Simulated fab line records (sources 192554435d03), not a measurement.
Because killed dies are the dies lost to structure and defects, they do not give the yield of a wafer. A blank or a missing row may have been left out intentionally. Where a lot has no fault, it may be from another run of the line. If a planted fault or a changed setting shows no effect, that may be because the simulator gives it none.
What tool caused it? || flow n5-finfet || Sampling: 24 lots, 72 wafers, 4 of 1938 route steps

== WHAT EACH GAUGE READ, for each wafer ==
N5_BEOL_M2_CD_MEAS_28: target cd 26.2 nm, target cd y 24.1 nm. Usual: cd-nm at 26.22 nm, with a standard deviation of 0.23.
{"lot": "L074", "measured": "day 6 19:25", "on": "cd-sem-03", "cd-nm (nm)": "26.60 26.71 25.96", "flag": ""}
{"lot": "L075", "measured": "day 7 05:25", "on": "cd-sem-01", "cd-nm (nm)": "26.16 26.41 26.55", "flag": ""}
{"lot": "L076", "measured": "day 7 06:51", "on": "cd-sem-02", "cd-nm (nm)": "26.66 26.37 26.47", "flag": ""}
{"lot": "L077", "measured": "day 7 21:16", "on": "cd-sem-02", "cd-nm (nm)": "26.27 26.19 26.00", "flag": ""}
{"lot": "L078", "measured": "day 7 23:51", "on": "cd-sem-03", "cd-nm (nm)": "25.85 26.13 26.30", "flag": ""}
{"lot": "L079", "measured": "day 8 02:10", "on": "cd-sem-03", "cd-nm (nm)": "26.07 26.32 26.35", "flag": ""}
{"lot": "L080", "measured": "day 8 10:06", "on": "cd-sem-03", "cd-nm (nm)": "26.40 26.02 26.45", "flag": ""}
{"lot": "L081", "measured": "day 8 10:17", "on": "cd-sem-01", "cd-nm (nm)": "26.76 26.45 26.43", "flag": ""}
{"lot": "L082", "measured": "day 8 13:30", "on": "cd-sem-03", "cd-nm (nm)": "26.27 26.24 26.07", "flag": ""}
{"lot": "L083", "measured": "day 8 22:52", "on": "cd-sem-01", "cd-nm (nm)": "26.33 26.25 26.06", "flag": ""}
{"lot": "L084", "measured": "day 9 05:23", "on": "cd-sem-03", "cd-nm (nm)": "26.03 26.22 26.48", "flag": ""}
{"lot": "L085", "measured": "day 9 07:41", "on": "cd-sem-03", "cd-nm (nm)": "26.29 26.26 26.18", "flag": ""}
{"lot": "L086", "measured": "day 10 01:17", "on": "cd-sem-01", "cd-nm (nm)": "26.07 25.84 26.15", "flag": ""}
{"lot": "L087", "measured": "day 10 07:05", "on": "cd-sem-02", "cd-nm (nm)": "26.11 26.25 26.29", "flag": ""}
{"lot": "L088", "measured": "day 10 08:05", "on": "cd-sem-01", "cd-nm (nm)": "26.04 26.15 25.98", "flag": ""}
{"lot": "L090", "measured": "day 10 17:10", "on": "cd-sem-01", "cd-nm (nm)": "26.41 26.27 25.95", "flag": ""}
{"lot": "L089", "measured": "day 10 19:27", "on": "cd-sem-02", "cd-nm (nm)": "26.03 26.10 26.09", "flag": ""}
{"lot": "L091", "measured": "day 10 23:02", "on": "cd-sem-01", "cd-nm (nm)": "26.23 26.76 26.16", "flag": ""}
{"lot": "L092", "measured": "day 11 03:16", "on": "cd-sem-01", "cd-nm (nm)": "25.99 26.20 25.86", "flag": ""}
{"lot": "L093", "measured": "day 11 04:28", "on": "cd-sem-03", "cd-nm (nm)": "26.50 26.03 26.58", "flag": ""}
{"lot": "L094", "measured": "day 11 14:02", "on": "cd-sem-02", "cd-nm (nm)": "26.26 26.29 26.40", "flag": ""}
{"lot": "L095", "measured": "day 11 19:25", "on": "cd-sem-03", "cd-nm (nm)": "26.44 25.78 26.17", "flag": ""}
{"lot": "L096", "measured": "day 12 02:07", "on": "cd-sem-02", "cd-nm (nm)": "25.92 25.94 25.91", "flag": ""}
{"lot": "L097", "measured": "day 12 14:30", "on": "cd-sem-03", "cd-nm (nm)": "26.21 26.16 26.37", "flag": ""}

N5_BEOL_M2_OCD_MEAS_38. Usual: trench-depth-nm at 55.6 nm, with a standard deviation of 0.59.
{"lot": "L074", "measured": "day 7 00:32", "on": "ocd-02", "trench-depth-nm (nm)": "55.6 55.3 55.3", "flag": ""}
{"lot": "L075", "measured": "day 7 19:33", "on": "ocd-02", "trench-depth-nm (nm)": "55.3 55.7 55.9", "flag": ""}
{"lot": "L076", "measured": "day 7 20:02", "on": "ocd-01", "trench-depth-nm (nm)": "56.1 55.3 55.4", "flag": ""}
{"lot": "L077", "measured": "day 7 23:34", "on": "ocd-01", "trench-depth-nm (nm)": "55.6 54.2 54.9", "flag": ""}
{"lot": "L078", "measured": "day 8 02:28", "on": "ocd-02", "trench-depth-nm (nm)": "56.2 56.3 55.8", "flag": ""}
{"lot": "L079", "measured": "day 8 05:17", "on": "ocd-01", "trench-depth-nm (nm)": "55.9 56.9 55.9", "flag": ""}
{"lot": "L080", "measured": "day 8 16:17", "on": "ocd-01", "trench-depth-nm (nm)": "56.6 55.3 56.5", "flag": ""}
{"lot": "L081", "measured": "day 8 21:20", "on": "ocd-02", "trench-depth-nm (nm)": "55.1 55.1 55.9", "flag": ""}
{"lot": "L082", "measured": "day 8 21:25", "on": "ocd-02", "trench-depth-nm (nm)": "55.6 55.4 56.5", "flag": ""}
{"lot": "L083", "measured": "day 9 03:49", "on": "ocd-02", "trench-depth-nm (nm)": "55.6 54.8 55.7", "flag": ""}
{"lot": "L084", "measured": "day 9 08:25", "on": "ocd-01", "trench-depth-nm (nm)": "56.8 54.6 55.1", "flag": ""}
{"lot": "L085", "measured": "day 9 09:29", "on": "ocd-01", "trench-depth-nm (nm)": "56.3 56.3 56.9", "flag": ""}
{"lot": "L086", "measured": "day 10 02:04", "on": "ocd-01", "trench-depth-nm (nm)": "55.4 55.0 55.8", "flag": ""}
{"lot": "L087", "measured": "day 10 11:58", "on": "ocd-02", "trench-depth-nm (nm)": "55.2 55.7 55.5", "flag": ""}
{"lot": "L088", "measured": "day 10 18:23", "on": "ocd-02", "trench-depth-nm (nm)": "55.4 55.9 56.2", "flag": ""}
{"lot": "L090", "measured": "day 11 02:29", "on": "ocd-01", "trench-depth-nm (nm)": "54.5 55.3 56.5", "flag": ""}
{"lot": "L089", "measured": "day 11 08:58", "on": "ocd-01", "trench-depth-nm (nm)": "55.8 54.6 55.2", "flag": ""}
{"lot": "L091", "measured": "day 11 12:10", "on": "ocd-01", "trench-depth-nm (nm)": "56.0 55.4 54.3", "flag": ""}
{"lot": "L092", "measured": "day 11 15:03", "on": "ocd-02", "trench-depth-nm (nm)": "55.4 56.5 55.3", "flag": ""}
{"lot": "L093", "measured": "day 11 14:58", "on": "ocd-01", "trench-depth-nm (nm)": "55.3 55.7 55.4", "flag": ""}
{"lot": "L094", "measured": "day 11 18:03", "on": "ocd-02", "trench-depth-nm (nm)": "55.8 55.7 56.3", "flag": ""}
{"lot": "L095", "measured": "day 11 21:33", "on": "ocd-01", "trench-depth-nm (nm)": "55.5 56.2 55.8", "flag": ""}
{"lot": "L096", "measured": "day 12 05:58", "on": "ocd-02", "trench-depth-nm (nm)": "53.8 55.4 55.9", "flag": ""}
{"lot": "L097", "measured": "day 12 21:44", "on": "ocd-02", "trench-depth-nm (nm)": "56.6 55.1 56.3", "flag": ""}

N5_BEOL_M2_CD_MEAS_35: target cd 18 nm, target cd y 22.2 nm. Usual: cd-nm at 18.0 nm, with a standard deviation of 0.32.
{"lot": "L074", "measured": "day 7 00:42", "on": "cd-sem-03", "cd-nm (nm)": "17.8 18.3 17.8", "flag": ""}
{"lot": "L075", "measured": "day 7 19:43", "on": "cd-sem-03", "cd-nm (nm)": "17.7 18.3 18.1", "flag": ""}
{"lot": "L076", "measured": "day 7 20:11", "on": "cd-sem-01", "cd-nm (nm)": "17.9 18.4 17.9", "flag": ""}
{"lot": "L077", "measured": "day 7 23:43", "on": "cd-sem-03", "cd-nm (nm)": "17.7 17.6 17.6", "flag": ""}
{"lot": "L078", "measured": "day 8 02:37", "on": "cd-sem-01", "cd-nm (nm)": "18.4 18.1 18.6", "flag": ""}
{"lot": "L079", "measured": "day 8 05:27", "on": "cd-sem-02", "cd-nm (nm)": "18.1 18.0 17.7", "flag": ""}
{"lot": "L080", "measured": "day 8 16:26", "on": "cd-sem-03", "cd-nm (nm)": "18.3 18.2 18.3", "flag": ""}
{"lot": "L081", "measured": "day 8 21:29", "on": "cd-sem-03", "cd-nm (nm)": "17.8 17.7 18.0", "flag": ""}
{"lot": "L082", "measured": "day 8 21:34", "on": "cd-sem-03", "cd-nm (nm)": "18.2 18.1 18.4", "flag": ""}
{"lot": "L083", "measured": "day 9 03:58", "on": "cd-sem-03", "cd-nm (nm)": "18.0 18.0 17.6", "flag": ""}
{"lot": "L084", "measured": "day 9 08:34", "on": "cd-sem-03", "cd-nm (nm)": "18.5 19.0 19.0", "flag": ""}
{"lot": "L085", "measured": "day 9 09:38", "on": "cd-sem-01", "cd-nm (nm)": "17.7 17.6 17.5", "flag": ""}
{"lot": "L086", "measured": "day 10 02:13", "on": "cd-sem-02", "cd-nm (nm)": "18.5 17.9 18.0", "flag": ""}
{"lot": "L087", "measured": "day 10 12:07", "on": "cd-sem-02", "cd-nm (nm)": "18.1 18.1 18.0", "flag": ""}
{"lot": "L088", "measured": "day 10 18:32", "on": "cd-sem-02", "cd-nm (nm)": "18.1 17.7 17.9", "flag": ""}
{"lot": "L090", "measured": "day 11 02:38", "on": "cd-sem-02", "cd-nm (nm)": "17.9 17.7 17.8", "flag": ""}
{"lot": "L089", "measured": "day 11 09:08", "on": "cd-sem-03", "cd-nm (nm)": "18.1 18.0 17.6", "flag": ""}
{"lot": "L091", "measured": "day 11 12:19", "on": "cd-sem-03", "cd-nm (nm)": "17.9 17.9 18.1", "flag": ""}
{"lot": "L092", "measured": "day 11 15:13", "on": "cd-sem-02", "cd-nm (nm)": "17.9 17.5 18.2", "flag": ""}
{"lot": "L093", "measured": "day 11 15:07", "on": "cd-sem-03", "cd-nm (nm)": "18.2 18.0 17.6", "flag": ""}
{"lot": "L094", "measured": "day 11 18:13", "on": "cd-sem-02", "cd-nm (nm)": "18.9 18.0 18.4", "flag": ""}
{"lot": "L095", "measured": "day 11 21:42", "on": "cd-sem-03", "cd-nm (nm)": "18.2 18.2 18.2", "flag": ""}
{"lot": "L096", "measured": "day 12 06:10", "on": "cd-sem-02", "cd-nm (nm)": "17.9 18.4 18.1", "flag": ""}
{"lot": "L097", "measured": "day 12 21:53", "on": "cd-sem-01", "cd-nm (nm)": "18.2 17.8 17.8", "flag": ""}

== WHICH TOOL RAN EACH LOT (tool, then ch and the chambers of the sampled wafers, then the start) ==
{"lot": "L074", "N5_BEOL_M2_HM_DEP_02": "pvd-sputter-01, day 6 17:44"}
{"lot": "L075", "N5_BEOL_M2_HM_DEP_02": "pvd-sputter-03, day 7 03:38"}
{"lot": "L076", "N5_BEOL_M2_HM_DEP_02": "pvd-sputter-01, day 7 05:26"}
{"lot": "L077", "N5_BEOL_M2_HM_DEP_02": "pvd-sputter-01, day 7 19:27"}
{"lot": "L078", "N5_BEOL_M2_HM_DEP_02": "pvd-sputter-02, day 7 22:28"}
{"lot": "L079", "N5_BEOL_M2_HM_DEP_02": "pvd-sputter-02, day 8 00:45"}
{"lot": "L080", "N5_BEOL_M2_HM_DEP_02": "pvd-sputter-01, day 8 08:37"}
{"lot": "L081", "N5_BEOL_M2_HM_DEP_02": "pvd-sputter-01, day 8 08:49"}
{"lot": "L082", "N5_BEOL_M2_HM_DEP_02": "pvd-sputter-02, day 8 12:02"}
{"lot": "L083", "N5_BEOL_M2_HM_DEP_02": "pvd-sputter-02, day 8 21:29"}
{"lot": "L084", "N5_BEOL_M2_HM_DEP_02": "pvd-sputter-03, day 9 03:55"}
{"lot": "L085", "N5_BEOL_M2_HM_DEP_02": "pvd-sputter-03, day 9 06:20"}
{"lot": "L086", "N5_BEOL_M2_HM_DEP_02": "pvd-sputter-03, day 9 23:43"}
{"lot": "L087", "N5_BEOL_M2_HM_DEP_02": "pvd-sputter-01, day 10 05:38"}
{"lot": "L088", "N5_BEOL_M2_HM_DEP_02": "pvd-sputter-03, day 10 06:42"}
{"lot": "L090", "N5_BEOL_M2_HM_DEP_02": "pvd-sputter-01, day 10 15:38"}
{"lot": "L089", "N5_BEOL_M2_HM_DEP_02": "pvd-sputter-02, day 10 17:49"}
{"lot": "L091", "N5_BEOL_M2_HM_DEP_02": "pvd-sputter-01, day 10 21:46"}
{"lot": "L092", "N5_BEOL_M2_HM_DEP_02": "pvd-sputter-03, day 11 01:27"}
{"lot": "L093", "N5_BEOL_M2_HM_DEP_02": "pvd-sputter-01, day 11 03:04"}
{"lot": "L094", "N5_BEOL_M2_HM_DEP_02": "pvd-sputter-02, day 11 12:12"}
{"lot": "L095", "N5_BEOL_M2_HM_DEP_02": "pvd-sputter-02, day 11 17:55"}
{"lot": "L096", "N5_BEOL_M2_HM_DEP_02": "pvd-sputter-02, day 12 00:29"}
{"lot": "L097", "N5_BEOL_M2_HM_DEP_02": "pvd-sputter-03, day 12 12:41"}
- N5_BEOL_M2_HM_DEP_02: deposits TiN, target thk 20 nm.

== AS READ BY THE TOOLS THEMSELVES (means over the sampled wafers that have a number; for cases with no such wafer, the mark the record gives instead) ==
N5_BEOL_M2_HM_DEP_02. Usual: substrate-temp-c 25.00 C, standard deviation 0.12; susceptor-temp-C 25.01 C, standard deviation 0.12; throttle-valve-pct 30.0 %, standard deviation 1.2.
{"lot": "L074", "tool": "pvd-sputter-01", "substrate-temp-c (C)": 25.01, "susceptor-temp-C (C)": 24.96, "throttle-valve-pct (%)": 29.7, "flag": ""}
{"lot": "L075", "tool": "pvd-sputter-03", "substrate-temp-c (C)": 25.07, "susceptor-temp-C (C)": 25.00, "throttle-valve-pct (%)": 30.3, "flag": ""}
{"lot": "L076", "tool": "pvd-sputter-01", "substrate-temp-c (C)": 24.99, "susceptor-temp-C (C)": 24.99, "throttle-valve-pct (%)": 29.9, "flag": ""}
{"lot": "L077", "tool": "pvd-sputter-01", "substrate-temp-c (C)": 24.98, "susceptor-temp-C (C)": 25.03, "throttle-valve-pct (%)": 30.0, "flag": ""}
{"lot": "L078", "tool": "pvd-sputter-02", "substrate-temp-c (C)": 25.09, "susceptor-temp-C (C)": 25.01, "throttle-valve-pct (%)": 28.5, "flag": ""}
{"lot": "L079", "tool": "pvd-sputter-02", "substrate-temp-c (C)": 24.97, "susceptor-temp-C (C)": 24.98, "throttle-valve-pct (%)": 30.0, "flag": ""}
{"lot": "L080", "tool": "pvd-sputter-01", "substrate-temp-c (C)": 24.98, "susceptor-temp-C (C)": 24.82, "throttle-valve-pct (%)": 29.5, "flag": ""}
{"lot": "L081", "tool": "pvd-sputter-01", "substrate-temp-c (C)": 25.09, "susceptor-temp-C (C)": 24.89, "throttle-valve-pct (%)": 29.3, "flag": ""}
{"lot": "L082", "tool": "pvd-sputter-02", "substrate-temp-c (C)": 25.17, "susceptor-temp-C (C)": 24.98, "throttle-valve-pct (%)": 30.6, "flag": ""}
{"lot": "L083", "tool": "pvd-sputter-02", "substrate-temp-c (C)": 25.13, "susceptor-temp-C (C)": 25.07, "throttle-valve-pct (%)": 31.3, "flag": ""}
{"lot": "L084", "tool": "pvd-sputter-03", "substrate-temp-c (C)": 25.00, "susceptor-temp-C (C)": 25.08, "throttle-valve-pct (%)": 30.5, "flag": ""}
{"lot": "L085", "tool": "pvd-sputter-03", "substrate-temp-c (C)": 24.88, "susceptor-temp-C (C)": 24.95, "throttle-valve-pct (%)": 29.7, "flag": ""}
{"lot": "L086", "tool": "pvd-sputter-03", "substrate-temp-c (C)": 24.91, "susceptor-temp-C (C)": 24.97, "throttle-valve-pct (%)": 30.9, "flag": ""}
{"lot": "L087", "tool": "pvd-sputter-01", "substrate-temp-c (C)": 25.03, "susceptor-temp-C (C)": 24.99, "throttle-valve-pct (%)": 29.9, "flag": ""}
{"lot": "L088", "tool": "pvd-sputter-03", "substrate-temp-c (C)": 25.00, "susceptor-temp-C (C)": 25.15, "throttle-valve-pct (%)": 29.5, "flag": ""}
{"lot": "L090", "tool": "pvd-sputter-01", "substrate-temp-c (C)": 25.05, "susceptor-temp-C (C)": 25.09, "throttle-valve-pct (%)": 29.7, "flag": ""}
{"lot": "L089", "tool": "pvd-sputter-02", "substrate-temp-c (C)": 24.99, "susceptor-temp-C (C)": 25.15, "throttle-valve-pct (%)": 32.3, "flag": ""}
{"lot": "L091", "tool": "pvd-sputter-01", "substrate-temp-c (C)": 24.95, "susceptor-temp-C (C)": 24.96, "throttle-valve-pct (%)": 29.9, "flag": ""}
{"lot": "L092", "tool": "pvd-sputter-03", "substrate-temp-c (C)": 25.09, "susceptor-temp-C (C)": 25.01, "throttle-valve-pct (%)": 29.9, "flag": ""}
{"lot": "L093", "tool": "pvd-sputter-01", "substrate-temp-c (C)": 24.93, "susceptor-temp-C (C)": 25.08, "throttle-valve-pct (%)": 29.7, "flag": ""}
{"lot": "L094", "tool": "pvd-sputter-02", "substrate-temp-c (C)": 24.92, "susceptor-temp-C (C)": 25.02, "throttle-valve-pct (%)": 30.7, "flag": ""}
{"lot": "L095", "tool": "pvd-sputter-02", "substrate-temp-c (C)": 25.05, "susceptor-temp-C (C)": 25.00, "throttle-valve-pct (%)": 30.8, "flag": ""}
{"lot": "L096", "tool": "pvd-sputter-02", "substrate-temp-c (C)": 25.10, "susceptor-temp-C (C)": 25.02, "throttle-valve-pct (%)": 29.8, "flag": ""}
{"lot": "L097", "tool": "pvd-sputter-03", "substrate-temp-c (C)": 25.02, "susceptor-temp-C (C)": 25.03, "throttle-valve-pct (%)": 30.8, "flag": ""}

== THE ANSWER, worked out from the rows above alone ==
Rule: lot off if the mean of its wafers having a number is beyond 3 standard deviations from the usual mean. A lot without any number at a reading at which 4 lots or more have one is off too. All remaining lots with rows at the step are treated as sound. Order of review: gauges by route order, followed by the tools' own readings, for which a lot's mean as printed above is used. The first step at which some lot is off is used, and at that step the reading that is off furthest; a lot without a number counts as furthest.
None of the lots is off at any reading shown; this tells nothing.

== WHAT HAD BEEN PUT IN BY THE SIMULATOR ==
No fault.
